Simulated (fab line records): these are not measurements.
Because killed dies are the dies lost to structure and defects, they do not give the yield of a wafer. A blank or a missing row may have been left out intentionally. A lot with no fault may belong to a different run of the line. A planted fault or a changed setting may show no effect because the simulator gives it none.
fab line records | flow n5-finfet
[record] lots = 5 wafers = 15 last-day = 17
route steps=1938 shown BEOL_M2@854
lots that met no fault: from a run of the same line without faults
start-h: the number of hours between the record's first day and the start of the first shown wafer of the lot | wait-h: hours from the lot's prior step to this one | " unchanged from the row above | L1.1+2: several wafers, shown together as one row | - no value, or no start was given | * or withheld: withheld | < > ~ a bound
route shown NAME@n: NAME is a module with steps in the file, n the number in the route of the first one | usual: mean/standard deviation of fault-free wafers | same: alike in all rows | chamber/n: place in a boat | sites: each site's reading | _std_site: how widely they spread, as a standard deviation | _edge_site: the outer-site mean with the inner-site mean subtracted | radius-mm: for every site, how far away it sits from the centre of the wafer | mask NAME#n: copy n | behind: the last tool/chamber to shape the wafer | hold: cause of the lot's hold/its duration in hours/its outcome | device: the n, p or np transistor that did not switch | end of line: the same wafers' tests at the end of the route | for a step that has no rows: nothing shown but its recipe | killed: not the wafer's yield, but the dies lost to structure and defects at the first sort | map: dies across one wafer; x = killed, . = not, _ = none there
set.NAME: the setting the step ran with; set.NAME@STEP: the setting that earlier step ran with | model.NAME: the simulator's own value behind a step, which no gauge read
lots seen at some steps along the route; tables by step, rows by wafer
services: the hour from which a tool's chamber was out of use, counted from the record's first day as start-h (under 0 if before that day), plus the number of hours and why
[[steps]]
[step N5_BEOL_M2_CD_MEAS_11]
[recipe] target-cd-nm = 16.79 landing-energy-ev = 500 detector = se-inlens polarity = opening
[usual] cd-nm = 16.79/0.25
// columns lot.wafer tool chamber start-h wait-h cd-nm
L081.1 cd-sem-02 0 181.46 - 16.48
L081.4 " 0 " " 16.42
L081.6 " 0 " " 16.80
L085.1 cd-sem-01 0 196.58 - 16.77
L085.4 " 0 " " 16.99
L085.5 " 0 " " 16.99
L090.2 cd-sem-02 0 235.50 - 16.68
L090.3 " 0 " " 16.71
L090.6 " 0 " " 17.08
L092.1 cd-sem-02 0 242.43 - 16.74
L092.2 " 0 " " 16.51
L092.5 " 0 " " 16.75
L091.1 cd-sem-03 0 244.79 - 16.67
L091.2 " 0 " " 16.62
L091.4 " 0 " " 17.22
[step N5_BEOL_M2_OVL_MEAS_12]
[recipe] points-per-wafer = 522
[usual] M2_OVL = -0.4/0.7
// columns lot.wafer tool chamber start-h wait-h M2_OVL[nm]
L081.1 overlay-02 0 181.49 0.0 0.5
L081.4 " 0 " " 0.2
L081.6 " 0 " " -0.6
L085.1 overlay-01 0 196.61 0.0 -1.9
L085.4 " 0 " " -1.0
L085.5 " 0 " " -1.9
L090.2 overlay-01 0 235.53 0.0 -0.1
L090.3 " 0 " " -0.6
L090.6 " 0 " " 0.1
L092.1 overlay-01 0 242.46 0.0 0.2
L092.2 " 0 " " -0.2
L092.5 " 0 " " 0.5
L091.1 overlay-01 0 244.82 0.0 -0.1
L091.2 " 0 " " 0.3
L091.4 " 0 " " 1.0
[step N5_BEOL_M2_INSPECT_13]
[recipe] mode = adi inspect-instrument = brightfield
[usual] raw-defect-count = 412/110
// columns lot.wafer tool chamber start-h wait-h raw-defect-count
L081.1 defect-inspect-01 - 181.54 0.1 428
L081.4 " - " " 384
L081.6 " - " " 381
L085.1 defect-inspect-01 - 196.67 0.1 347
L085.4 " - " " 364
L085.5 " - " " 381
L090.2 defect-inspect-02 - 235.58 0.0 300
L090.3 " - " " 349
L090.6 " - " " 502
L092.1 defect-inspect-01 - 242.52 0.1 491
L092.2 " - " " 441
L092.5 " - " " 376
L091.1 defect-inspect-02 - 244.88 0.1 371
L091.2 " - " " 301
L091.4 " - " " 307
[step N5_BEOL_M2_DESCUM_16]
[recipe] chemistry = O2 time-s = 7 source-power-w = 50 bias-power-w = 20 pressure-mtorr = 20 rf-frequency-hz = 2.712e+07 temp-c = 40 resist = CAR-EUV o2-flow-sccm = 225
[usual] chamber-pressure-mTorr = 19.997/0.018 drypump-motor-current-A = 5.5/0.49 oes-product-au = 0.79/0.066 rf-vpp-V = 243.7/1.3 showerhead-plenum-p-Torr = 2.14/0.061 throttle-valve-pct = 20.56/0.21
// columns lot.wafer tool chamber start-h wait-h chamber-pressure-mTorr drypump-motor-current-A oes-product-au rf-hours-counter-h rf-vpp-V showerhead-plenum-p-Torr throttle-valve-pct
L081.1 rie-diel-03 1 181.77 0.2 20.010 5.2 0.81 114 241.4 2.12 20.51
L081.4 " 3 " " 19.974 6.3 0.68 237 241.3 1.99 20.81
L081.6 " 2 " " 19.972 5.3 0.76 - 243.5 2.12 20.90
L085.1 rie-diel-03 2 196.92 0.3 19.985 5.3 0.76 125 245.3 2.12 20.90
L085.4 " 3 " " 19.971 6.3 0.68 243 240.5 1.99 20.83
L085.5 " 1 " " 20.041 5.2 0.79 - 241.9 2.12 20.51
L090.2 rie-diel-01 3 235.62 0.0 19.992 5.3 0.70 208 245.2 2.15 20.36
L090.3 " 2 " " 19.982 5.0 0.71 200 245.2 2.18 20.83
L090.6 " 1 " " 19.996 5.2 0.85 - 244.5 2.14 20.54
L092.1 rie-diel-05 0 242.55 0.0 19.971 6.2 0.81 97 242.0 2.04 20.81
L092.2 " 1 " " 20.017 5.6 0.82 92 242.6 2.03 20.46
L092.5 " 0 " " 20.006 6.2 0.81 - 241.8 2.04 20.79
L091.1 rie-diel-03 2 245.75 0.9 19.963 5.3 0.75 145 242.8 2.11 20.94
L091.2 " 3 " " 19.982 6.4 0.99 4 245.5 2.25 20.49
L091.4 " 1 " " 19.998 5.2 0.78 140 245.0 2.11 20.54
[step N5_BEOL_M2_ETCH_74]
[recipe] chemistry = N2/H2 target = underlayer target-depth-a = 65 mask-material = CAR-EUV time-s = 5.2 ion-energy-ev = 200 pressure-mtorr = 30 source-w = 840 bias-w = 150 n2-flow-sccm = 200 h2-flow-sccm = 200 ends = cleared
[usual] chamber-pressure-mTorr = 30.00/0.044 drypump-motor-current-A = 5.5/0.49 etch-rf-on-time-s = 5.19/0.14 n2-flow-sccm = 200.1/0.64 oes-product-au = 0.67/0.053 rf-vpp-V = 525.1/2.4 showerhead-plenum-p-Torr = 2.59/0.077 throttle-valve-pct = 17.95/0.11
// columns lot.wafer tool chamber start-h wait-h chamber-pressure-mTorr drypump-motor-current-A etch-rf-on-time-s n2-flow-sccm oes-product-au rf-hours-counter-h rf-vpp-V showerhead-plenum-p-Torr throttle-valve-pct
L081.1 rie-diel-03 1 181.81 0.0 30.05 5.3 5.26 200.6 0.68 114 524.2 2.57 17.96
L081.4 " 3 " " 30.07 6.3 5.15 199.7 0.59 237 519.1 2.41 18.19
L081.6 " 2 " " 29.94 5.3 5.28 199.9 0.65 - 522.4 2.54 18.04
L085.1 rie-diel-03 2 196.96 0.0 30.05 5.3 5.33 199.9 0.65 125 524.6 2.54 18.06
L085.4 " 3 " " 30.05 6.3 5.21 199.1 0.59 243 519.8 2.41 18.21
L085.5 " 1 " " 29.98 5.2 5.27 199.9 0.68 - 528.2 2.57 17.96
L090.2 rie-diel-01 3 235.65 0.0 30.00 5.3 5.13 200.6 0.60 208 525.8 2.62 17.91
L090.3 " 2 " " 30.06 5.0 5.15 201.0 0.61 200 526.1 2.61 18.01
L090.6 " 1 " " 30.05 5.3 5.09 199.3 0.71 - 525.1 2.58 17.80
L092.1 rie-diel-05 0 242.59 0.0 29.99 6.2 5.31 200.2 0.68 97 521.9 2.45 17.99
L092.2 " 1 " " 29.92 5.7 5.00 200.9 0.71 92 521.9 2.47 18.01
L092.5 " 0 " " 29.95 6.2 5.29 199.4 0.68 - 520.2 2.45 17.99
L091.1 rie-diel-03 2 245.78 0.0 29.95 5.4 5.30 201.0 0.63 145 525.0 2.53 18.12
L091.2 " 3 " " 30.04 6.4 4.97 200.9 0.85 4 529.3 2.73 17.83
L091.4 " 1 " " 29.92 5.2 5.34 200.5 0.66 140 525.1 2.56 18.02
[step N5_BEOL_M2_ETCH_63]
[recipe] chemistry = CF4 target = SiARC target-depth-a = 156 mask-material = CAR-EUV time-s = 26 ion-energy-ev = 80 pressure-mtorr = 40 source-w = 545 bias-w = 36 Ar_flow_sccm = 100 cf4-flow-sccm = 100 ends = cleared
[usual] chamber-pressure-mTorr = 40.00/0.036 drypump-motor-current-A = 5.5/0.49 etch-rf-on-time-s = 26.0/0.68 mfc-ar-sccm = 100.0/0.3 oes-product-au = 0.67/0.054 rf-vpp-V = 184.6/1.1 showerhead-plenum-p-Torr = 2.18/0.064 throttle-valve-pct = 15.68/0.18
// columns lot.wafer tool chamber start-h wait-h chamber-pressure-mTorr drypump-motor-current-A etch-rf-on-time-s mfc-ar-sccm oes-product-au rf-hours-counter-h rf-vpp-V showerhead-plenum-p-Torr throttle-valve-pct
L081.1 rie-diel-03 1 181.82 0.0 40.02 5.2 26.5 100.3 0.68 114 184.0 2.15 15.58
L081.4 " 3 " " 39.96 6.3 25.9 100.5 0.58 237 181.9 2.05 16.01
L081.6 " 2 " " 40.04 5.3 26.6 100.2 0.65 - 186.4 2.16 15.93
L085.1 rie-diel-03 2 196.97 0.0 39.97 5.3 26.6 99.2 0.65 125 184.6 2.16 15.94
L085.4 " 3 " " 39.95 6.3 25.5 100.1 0.59 243 183.6 2.05 16.03
L085.5 " 1 " " 39.93 5.2 26.3 100.2 0.67 - 184.8 2.15 15.59
L090.2 rie-diel-01 3 235.67 0.0 39.97 5.3 26.5 99.8 0.59 208 185.7 2.22 15.75
L090.3 " 2 " " 39.95 5.0 26.3 99.7 0.61 200 184.8 2.21 15.95
L090.6 " 1 " " 40.04 5.2 26.1 100.0 0.70 - 183.4 2.16 15.49
L092.1 rie-diel-05 0 242.61 0.0 39.95 6.2 26.7 100.0 0.68 97 184.0 2.07 15.77
L092.2 " 1 " " 39.97 5.6 25.3 99.9 0.71 92 183.3 2.07 15.52
L092.5 " 0 " " 40.03 6.2 26.5 100.3 0.69 - 184.0 2.07 15.78
L091.1 rie-diel-03 2 245.80 0.0 39.98 5.3 26.5 99.7 0.63 145 183.5 2.15 15.99
L091.2 " 3 " " 39.94 6.3 24.6 100.2 0.86 4 184.9 2.30 15.56
L091.4 " 1 " " 39.97 5.2 26.4 99.6 0.66 140 184.4 2.14 15.62
[step N5_BEOL_M2_ETCH_64]
[recipe] chemistry = N2/H2 target = SOC target-depth-a = 750 overetch-a = 225 mask-material = SiARC temp-c = 40 time-s = 121.9 ion-energy-ev = 200 pressure-mtorr = 30 source-w = 840 bias-w = 150 n2-flow-sccm = 200 h2-flow-sccm = 200
[usual] chamber-pressure-mTorr = 30.001/0.027 drypump-motor-current-A = 5.5/0.49 n2-flow-sccm = 200.0/0.58 oes-product-au = 0.60/0.045 rf-vpp-V = 525.0/2.3 showerhead-plenum-p-Torr = 2.59/0.077 throttle-valve-pct = 17.91/0.11
// columns lot.wafer tool chamber start-h wait-h chamber-pressure-mTorr drypump-motor-current-A n2-flow-sccm oes-product-au rf-hours-counter-h rf-vpp-V showerhead-plenum-p-Torr throttle-valve-pct
L081.1 rie-diel-03 1 181.85 0.0 30.007 5.2 199.6 0.61 114 523.2 2.57 17.94
L081.4 " 3 " " 29.972 6.4 199.5 0.53 237 519.4 2.41 18.16
L081.6 " 2 " " 29.999 5.3 199.8 0.59 - 523.5 2.55 18.03
L085.1 rie-diel-03 2 197.00 0.0 29.986 5.3 200.7 0.58 125 524.4 2.54 18.05
L085.4 " 3 " " 29.964 6.4 200.9 0.52 243 520.9 2.41 18.16
L085.5 " 1 " " 29.982 5.2 200.7 0.61 - 523.9 2.57 17.92
L090.2 rie-diel-01 3 235.70 0.0 30.025 5.3 200.7 0.53 208 524.9 2.62 17.87
L090.3 " 2 " " 29.961 5.0 200.7 0.54 200 524.7 2.61 17.96
L090.6 " 1 " " 30.004 5.3 199.8 0.63 - 525.8 2.58 17.75
L092.1 rie-diel-05 0 242.63 0.0 30.022 6.2 199.8 0.61 97 522.3 2.45 17.95
L092.2 " 1 " " 30.026 5.7 200.2 0.62 92 521.0 2.47 18.00
L092.5 " 0 " " 29.960 6.2 200.1 0.61 - 520.6 2.45 17.93
L091.1 rie-diel-03 2 245.83 0.0 29.963 5.3 200.5 0.57 145 524.0 2.53 18.07
L091.2 " 3 " " 30.051 6.3 200.6 0.74 4 529.1 2.73 17.76
L091.4 " 1 " " 29.972 5.2 200.6 0.59 140 523.7 2.56 17.96
[step N5_BEOL_M2_STRIP_65]
[recipe] chemistry = N2/H2 temp-c = 40 n2-flow-sccm = 200 h2-flow-sccm = 200 rf-frequency-hz = 6e+07
// columns lot.wafer tool chamber start-h wait-h
L081.1+4+6 rie-diel-03 1,3,2 181.97 0.1
L085.1+4+5 rie-diel-03 2,3,1 197.11 0.1
L090.2+3+6 rie-diel-01 3,2,1 235.81 0.1
L092.1+2+5 rie-diel-05 0,1,0 242.75 0.1
L091.1+2+4 rie-diel-03 2,3,1 245.94 0.1
[step N5_BEOL_M2_STRIP_75]
[recipe] chemistry = N2/H2 temp-c = 40 n2-flow-sccm = 200 h2-flow-sccm = 200 rf-frequency-hz = 6e+07
// columns lot.wafer tool chamber start-h wait-h
L081.1+4+6 rie-diel-03 1,3,2 181.98 0.0
L085.1+4+5 rie-diel-03 2,3,1 197.12 0.0
L090.2+3+6 rie-diel-01 3,2,1 235.82 0.0
L092.1+2+5 rie-diel-05 0,1,0 242.76 0.0
L091.1+2+4 rie-diel-03 2,3,1 245.95 0.0
[step N5_BEOL_M2_STRIP_66]
[recipe] chemistry = CF4 resist = SiARC power-w = 300 bias-power-w = 75 pressure-mtorr = 50 cf4-flow-sccm = 150 rf-frequency-hz = 6e+07
[usual] chamber-pressure-mTorr = 50.00/0.048 drypump-motor-current-A = 5.5/0.49 oes-product-au = 0.78/0.058 rf-vpp-V = 271.8/1.4 showerhead-plenum-p-Torr = 1.82/0.054 throttle-valve-pct = 13.63/0.19
// columns lot.wafer tool chamber start-h wait-h chamber-pressure-mTorr drypump-motor-current-A oes-product-au rf-hours-counter-h rf-vpp-V showerhead-plenum-p-Torr throttle-valve-pct
L081.1 rie-diel-03 1 181.99 0.0 50.05 5.2 0.80 114 271.5 1.80 13.56
L081.4 " 3 " " 50.05 6.3 0.68 237 269.2 1.71 13.96
L081.6 " 2 " " 49.92 5.3 0.76 - 270.2 1.81 13.85
L085.1 rie-diel-03 2 197.13 0.0 49.99 5.3 0.76 125 271.8 1.80 13.85
L085.4 " 3 " " 50.01 6.3 0.68 243 268.9 1.71 13.99
L085.5 " 1 " " 50.00 5.2 0.79 - 270.8 1.80 13.55
L090.2 rie-diel-01 3 235.83 0.0 49.98 5.4 0.69 208 273.5 1.86 13.75
L090.3 " 2 " " 50.02 4.9 0.70 200 274.1 1.85 13.93
L090.6 " 1 " " 50.02 5.2 0.82 - 271.5 1.80 13.42
L092.1 rie-diel-05 0 242.77 0.0 50.02 6.1 0.80 97 269.6 1.73 13.69
L092.2 " 1 " " 49.94 5.7 0.81 92 270.1 1.73 13.48
L092.5 " 0 " " 49.94 6.2 0.80 - 270.7 1.73 13.70
L091.1 rie-diel-03 2 245.96 0.0 50.02 5.3 0.74 145 270.5 1.80 13.92
L091.2 " 3 " " 49.97 6.3 0.97 4 275.1 1.92 13.45
L091.4 " 1 " " 49.99 5.2 0.77 140 271.5 1.79 13.58
[step N5_BEOL_M2_HM_OPEN_17]
[recipe] chemistry = Cl2/BCl3 target-depth-a = 200 overetch-a = 60 target = TiN mask-material = SOC ion-energy-ev = 150 pressure-mtorr = 10 icp-w = 1000 bias-w = 126 Cl2_flow_sccm = 53.25 bcl3-flow-sccm = 21.75 Ar_flow_sccm = 25
[usual] chamber-pressure-mTorr = 10.000/0.01 drypump-motor-current-A = 6.0/0.54 mfc-ar-sccm = 25.01/0.075 oes_ar_750_au = 0.77/0.11 oes-product-au = 0.65/0.085 throttle-valve-pct = 22.33/0.24
// columns lot.wafer tool chamber start-h wait-h chamber-pressure-mTorr drypump-motor-current-A mfc-ar-sccm oes_ar_750_au oes-product-au rf-hours-counter-h throttle-valve-pct
L081.1 rie-metal-02 1 182.13 0.1 9.985 5.0 25.02 0.71 0.62 68 22.34
L081.4 " 0 " " 9.996 5.6 24.84 0.64 0.54 - 22.46
L081.6 " 1 " " 10.003 5.0 25.00 0.72 0.61 - 22.34
L085.1 rie-metal-01 0 197.17 0.0 9.999 6.0 24.97 0.93 0.78 5 22.23
L085.4 " 0 " " 9.995 6.0 25.00 0.93 0.79 - 22.22
L085.5 " 0 " " 9.995 6.1 24.82 0.94 0.78 - 22.25
L090.2 rie-metal-02 0 235.87 0.0 9.996 5.6 24.97 0.62 0.54 117 22.45
L090.3 " 1 " " 9.993 5.0 25.00 0.71 0.62 - 22.32
L090.6 " 1 " " 9.995 5.0 25.05 0.71 0.61 - 22.33
L092.1 rie-metal-03 1 242.81 0.0 9.998 6.4 24.99 0.89 0.73 15 21.97
L092.2 " 0 " " 10.008 6.4 25.07 0.67 0.59 88 22.62
L092.5 " 0 " " 10.003 6.4 25.11 0.68 0.59 - 22.62
L091.1 rie-metal-03 1 246.00 0.0 10.027 6.4 24.96 0.89 0.73 15 21.98
L091.2 " 0 " " 10.002 6.4 24.99 0.68 0.58 88 22.65
L091.4 " 1 " " 9.998 6.4 25.08 0.88 0.73 - 21.97
[step N5_BEOL_M2_STRIP_19]
[recipe] chemistry = O2 power-w = 400 temp-c = 40 pressure-mtorr = 30 rf-frequency-hz = 6e+07 bias-power-w = 0 overash-fraction = 0.2 o2-flow-sccm = 225
[usual] chamber-pressure-mTorr = 30.00/0.034 drypump-motor-current-A = 5.5/0.5 oes-product-au = 0.79/0.069 rf-vpp-V = 3.6/0.45 showerhead-plenum-p-Torr = 2.14/0.067 throttle-valve-pct = 16.78/0.19
// columns lot.wafer tool chamber start-h wait-h chamber-pressure-mTorr drypump-motor-current-A oes-product-au rf-hours-counter-h rf-vpp-V showerhead-plenum-p-Torr throttle-valve-pct
L081.1 rie-diel-03 3 182.24 0.1 30.02 6.3 0.69 238 3.2 2.00 17.07
L081.4 " 0 " " 30.03 5.7 0.75 144 4.0 2.18 16.67
L081.6 " 3 " " 29.97 6.3 0.69 - 2.9 2.00 17.08
L085.1 rie-diel-03 2 197.38 0.2 30.02 5.3 0.76 125 4.3 2.12 17.07
L085.4 " 0 " " 30.03 5.7 0.74 150 4.0 2.18 16.69
L085.5 " 1 " " 30.00 5.2 0.80 - 3.8 2.12 16.74
L090.2 rie-diel-01 1 236.08 0.2 29.95 5.2 0.85 70 3.8 2.14 16.70
L090.3 " 0 " " 29.93 6.4 0.78 116 3.2 2.10 16.48
L090.6 " 1 " " 30.00 5.2 0.83 - 3.1 2.14 16.72
L092.1 rie-diel-05 1 242.92 0.1 30.00 5.7 0.82 92 4.1 2.03 16.68
L092.2 " 0 " " 29.97 6.2 0.82 97 3.4 2.05 16.99
L092.5 " 1 " " 30.00 5.6 0.82 - 3.6 2.03 16.67
L091.1 rie-diel-05 2 246.38 0.3 30.01 5.6 0.86 72 3.0 2.21 16.66
L091.2 " 1 " " 30.00 5.7 0.81 93 3.2 2.03 16.67
L091.4 " 3 " " 29.98 4.6 0.81 87 3.1 2.21 16.76
[step N5_BEOL_M2_CD_MEAS_18]
[recipe] pitch-nm = 36 target-cd-nm = 18
[usual] cd-nm = 17.9/0.33
// columns lot.wafer tool chamber start-h wait-h cd-nm
L081.1 cd-sem-03 - 182.31 0.0 18.1
L081.4 " - " " 17.2
L081.6 " - " " 17.8
L085.1 cd-sem-01 - 197.44 0.0 17.8
L085.4 " - " " 18.1
L085.5 " - " " 18.1
L090.2 cd-sem-02 - 236.15 0.1 17.8
L090.3 " - " " 18.2
L090.6 " - " " 17.8
L092.1 cd-sem-03 - 243.00 0.1 17.5
L092.2 " - " " 17.6
L092.5 " - " " 17.8
L091.1 cd-sem-03 - 246.45 0.0 17.8
L091.2 " - " " 18.4
L091.4 " - " " 17.4
[step N5_BEOL_M2_COAT_67]
[recipe] resist = SOC temp-c = 250 time-s = 60 spin-rpm = 1500 resist-thk-nm = 60
[usual] spin-speed-rpm = 1499.9/1.2
// columns lot.wafer tool chamber start-h wait-h spin-speed-rpm
L081.1 litho-track-04 0 182.34 0.0 1498.7
L081.4 " 0 " " 1499.9
L081.6 " 0 " " 1500.4
L085.1 litho-track-03 0 197.48 0.0 1500.7
L085.4 " 0 " " 1501.1
L085.5 " 0 " " 1501.0
L090.2 litho-track-04 0 236.19 0.0 1498.6
L090.3 " 0 " " 1500.0
L090.6 " 0 " " 1499.5
L092.1 litho-track-05 0 243.03 0.0 1499.5
L092.2 " 0 " " 1498.9
L092.5 " 0 " " 1498.9
L091.1 litho-track-05 0 246.49 0.0 1502.1
L091.2 " 0 " " 1503.1
L091.4 " 0 " " 1499.1
[step N5_BEOL_M2_COAT_68]
[recipe] resist = SiARC temp-c = 220 time-s = 60 spin-rpm = 1500 resist-thk-nm = 12
[usual] spin-speed-rpm = 1499.9/1.1
// columns lot.wafer tool chamber start-h wait-h spin-speed-rpm
L081.1 litho-track-04 0 - - 1499.8
L081.4 " 0 " " 1499.0
L081.6 " 0 " " 1500.4
L085.1 litho-track-03 0 - - 1501.0
L085.4 " 0 " " 1501.5
L085.5 " 0 " " 1500.5
L090.2 litho-track-04 0 - - 1500.8
L090.3 " 0 " " 1499.4
L090.6 " 0 " " 1498.7
L092.1 litho-track-05 0 - - 1503.5
L092.2 " 0 " " 1499.5
L092.5 " 0 " " 1500.6
L091.1 litho-track-05 0 - - 1501.0
L091.2 " 0 " " 1499.3
L091.4 " 0 " " 1499.6
[step N5_BEOL_M2_COAT_76]
[recipe] resist = underlayer temp-c = 205 time-s = 60 spin-rpm = 1500 resist-thk-nm = 5
[usual] spin-speed-rpm = 1500.1/1.1
// columns lot.wafer tool chamber start-h wait-h spin-speed-rpm
L081.1 litho-track-04 0 - - 1500.5
L081.4 " 0 " " 1500.0
L081.6 " 0 " " 1499.5
L085.1 litho-track-03 0 - - 1500.5
L085.4 " 0 " " 1500.5
L085.5 " 0 " " 1500.8
L090.2 litho-track-04 0 - - 1500.1
L090.3 " 0 " " 1501.4
L090.6 " 0 " " 1499.4
L092.1 litho-track-05 0 - - 1499.7
L092.2 " 0 " " 1498.2
L092.5 " 0 " " 1498.3
L091.1 litho-track-05 0 - - 1501.4
L091.2 " 0 " " 1501.5
L091.4 " 0 " " 1501.9
[step N5_BEOL_M2_COAT_22]
[recipe] resist = CAR-EUV spin-rpm = 1500 resist-thk-nm = 30
[usual] spin-speed-rpm = 1499.9/1
// columns lot.wafer tool chamber start-h wait-h spin-speed-rpm
L081.1 litho-track-04 0 - - 1498.8
L081.4 " 0 " " 1499.1
L081.6 " 0 " " 1499.0
L085.1 litho-track-03 0 - - 1499.1
L085.4 " 0 " " 1499.8
L085.5 " 0 " " 1499.9
L090.2 litho-track-04 0 - - 1499.9
L090.3 " 0 " " 1500.3
L090.6 " 0 " " 1500.7
L092.1 litho-track-05 0 - - 1500.3
L092.2 " 0 " " 1500.6
L092.5 " 0 " " 1502.2
L091.1 litho-track-05 0 - - 1498.5
L091.2 " 0 " " 1498.8
L091.4 " 0 " " 1500.5
[step N5_BEOL_M2_EBR_24]
[recipe] solvent = PGMEA ebr-width-mm = 1.5
// columns lot.wafer tool chamber start-h wait-h
L081.1+4+6 litho-track-04 0 - -
L085.1+4+5 litho-track-03 0 - -
L090.2+3+6 litho-track-04 0 - -
L092.1+2+5 litho-track-05 0 - -
L091.1+2+4 litho-track-05 0 - -
[step N5_BEOL_M2_SOFTBAKE_23]
[recipe] temp-c = 110 time-s = 60 resist = CAR-EUV
// columns lot.wafer tool chamber start-h wait-h
L081.1+4+6 litho-track-04 0 - -
L085.1+4+5 litho-track-03 0 - -
L090.2+3+6 litho-track-04 0 - -
L092.1+2+5 litho-track-05 0 - -
L091.1+2+4 litho-track-05 0 - -
[step N5_BEOL_M2_EXPOSE_25]
[recipe] mask-id = V1 na = 0.33 source-shape = quasar sigma-inner = 0.2 sigma-outer = 0.8 polarization = unpolarized defocus-nm = 5 dose-mj = 63
[same] na = 0.33 sigma-inner = 0.2
// columns lot.wafer tool chamber start-h wait-h mask
L081.1+4+6 euv-scanner-01 0 182.48 - V1#0
L085.1+4+5 euv-scanner-02 0 197.62 - V1#0
L090.2+3+6 euv-scanner-01 0 236.33 - V1#0
L092.1+2+5 euv-scanner-01 0 243.17 - V1#0
L091.1+2+4 euv-scanner-01 0 246.65 - V1#0
[step N5_BEOL_M2_PEB_26]
[recipe] peb-temp-c = 100 peb-time-s = 60 resist = CAR-EUV
// columns lot.wafer tool chamber start-h wait-h
L081.1+4+6 litho-track-04 0 182.56 0.1
L085.1+4+5 litho-track-03 0 197.70 0.1
L090.2+3+6 litho-track-03 0 236.40 0.1
L092.1+2+5 litho-track-05 0 243.25 0.1
L091.1+2+4 litho-track-05 0 246.73 0.1
[step N5_BEOL_M2_DEVELOP_27]
[recipe] develop-time-s = 30 developer = TMAH resist = CAR-EUV rinse-liquid = surfactant-rinse dry = air-spin dev-temp-c = 23
// columns lot.wafer tool chamber start-h wait-h
L081.1+4+6 litho-track-04 0 - -
L085.1+4+5 litho-track-03 0 - -
L090.2+3+6 litho-track-03 0 - -
L092.1+2+5 litho-track-05 0 - -
L091.1+2+4 litho-track-05 0 - -
[step N5_BEOL_M2_CD_MEAS_28]
[recipe] target-cd-nm = 26.2 landing-energy-ev = 500 detector = se-inlens target-cd-y-nm = 24.1 polarity = opening
[usual] cd-nm = 26.17/0.21
// columns lot.wafer tool chamber start-h wait-h cd-nm
L081.1 cd-sem-03 0 182.63 - 25.59
L081.4 " 0 " " 25.98
L081.6 " 0 " " 26.22
L085.1 cd-sem-01 0 197.76 - 26.12
L085.4 " 0 " " 26.42
L085.5 " 0 " " 26.45
L090.2 cd-sem-01 0 236.47 - 26.50
L090.3 " 0 " " 26.16
L090.6 " 0 " " 26.54
L092.1 cd-sem-01 0 243.32 - 26.43
L092.2 " 0 " " 25.99
L092.5 " 0 " " 26.38
L091.1 cd-sem-02 0 246.79 - 26.37
L091.2 " 0 " " 25.94
L091.4 " 0 " " 25.99
[step N5_BEOL_M2_OVL_MEAS_29]
[recipe] points-per-wafer = 522
[usual] V1_OVL = 0.0/0.61
// columns lot.wafer tool chamber start-h wait-h V1_OVL[nm]
L081.1 overlay-01 0 182.66 0.0 0.9
L081.4 " 0 " " 0.0
L081.6 " 0 " " 1.0
L085.1 overlay-01 0 197.79 0.0 -0.3
L085.4 " 0 " " 0.1
L085.5 " 0 " " 0.3
L090.2 overlay-02 0 236.51 0.0 -0.3
L090.3 " 0 " " -0.4
L090.6 " 0 " " 0.1
L092.1 overlay-01 0 243.35 0.0 -0.4
L092.2 " 0 " " 0.0
L092.5 " 0 " " -1.2
L091.1 overlay-01 0 246.82 0.0 0.1
L091.2 " 0 " " 0.4
L091.4 " 0 " " -0.1
[step N5_BEOL_M2_INSPECT_30]
[recipe] mode = adi inspect-instrument = brightfield
[usual] raw-defect-count = 410/100
// columns lot.wafer tool chamber start-h wait-h raw-defect-count
L081.1 defect-inspect-02 - 182.72 0.1 459
L081.4 " - " " 406
L081.6 " - " " 434
L085.1 defect-inspect-01 - 197.85 0.1 383
L085.4 " - " " 373
L085.5 " - " " 404
L090.2 defect-inspect-02 - 236.56 0.0 309
L090.3 " - " " 320
L090.6 " - " " 475
L092.1 defect-inspect-01 - 243.40 0.1 516
L092.2 " - " " 415
L092.5 " - " " 362
L091.1 defect-inspect-02 - 246.88 0.1 331
L091.2 " - " " 316
L091.4 " - " " 261
[step N5_BEOL_M2_DESCUM_33]
[recipe] chemistry = O2 time-s = 7 source-power-w = 50 bias-power-w = 20 pressure-mtorr = 20 rf-frequency-hz = 2.712e+07 temp-c = 40 resist = CAR-EUV o2-flow-sccm = 225
[usual] chamber-pressure-mTorr = 19.999/0.017 drypump-motor-current-A = 5.5/0.48 oes-product-au = 0.79/0.065 rf-vpp-V = 243.6/1.4 showerhead-plenum-p-Torr = 2.13/0.068 throttle-valve-pct = 20.56/0.19
// columns lot.wafer tool chamber start-h wait-h chamber-pressure-mTorr drypump-motor-current-A oes-product-au rf-hours-counter-h rf-vpp-V showerhead-plenum-p-Torr throttle-valve-pct
L081.1 rie-diel-03 0 182.75 0.0 20.007 5.7 0.75 144 242.7 2.18 20.44
L081.4 " 2 " " 20.019 5.3 0.76 120 243.5 2.12 20.91
L081.6 " 2 " " 19.992 5.3 0.76 - 243.3 2.12 20.91
L085.1 rie-diel-03 0 197.92 0.1 19.992 5.7 0.76 150 244.4 2.17 20.45
L085.4 " 2 " " 19.963 5.3 0.77 126 243.0 2.12 20.90
L085.5 " 2 " " 19.997 5.3 0.75 - 243.5 2.12 20.91
L090.2 rie-diel-01 0 236.59 0.0 19.998 6.3 0.79 116 244.0 2.10 20.18
L090.3 " 3 " " 19.987 5.4 0.70 208 242.6 2.15 20.35
L090.6 " 2 " " 20.012 4.9 0.70 - 244.6 2.18 20.82
L092.1 rie-diel-05 1 243.90 0.5 19.996 5.7 0.82 92 240.8 2.03 20.46
L092.2 " 3 " " 20.009 4.6 0.81 86 245.3 2.21 20.58
L092.5 " 0 " " 19.991 6.2 0.81 - 241.6 2.04 20.79
L091.1 rie-diel-03 3 246.92 0.0 19.996 6.3 0.99 5 245.7 2.25 20.47
L091.2 " 0 " " 20.002 5.7 0.73 170 243.8 2.17 20.48
L091.4 " 1 " " 19.956 5.2 0.78 141 242.7 2.11 20.54
[[services]]
// columns tool chamber start-h hours kind
rie-diel-05 1 160.48 5.4 repair
rie-diel-01 0 168.70 6.0 repair
euv-scanner-01 0 171.66 - calibration
rie-metal-01 1 173.00 50.6 repair
euv-scanner-01 - 177.68 1.0 pm
euv-scanner-01 - 184.66 5.8 pm
euv-scanner-02 0 197.59 - calibration
euv-scanner-02 - 199.89 0.5 repair
euv-scanner-02 - 203.48 1.0 pm
rie-diel-03 3 216.77 - clean
rie-diel-03 3 216.77 - consumable-replace:focus-ring
rie-diel-03 3 216.77 - consumable-replace:showerhead
rie-diel-03 3 216.77 18.6 scheduled-down
rie-diel-03 3 216.77 18.6 vent-cycle
euv-scanner-02 - 226.00 27.4 repair
rie-diel-01 0 228.17 6.0 repair
rie-diel-01 - 238.12 15.6 pm
[[key]]
fault none
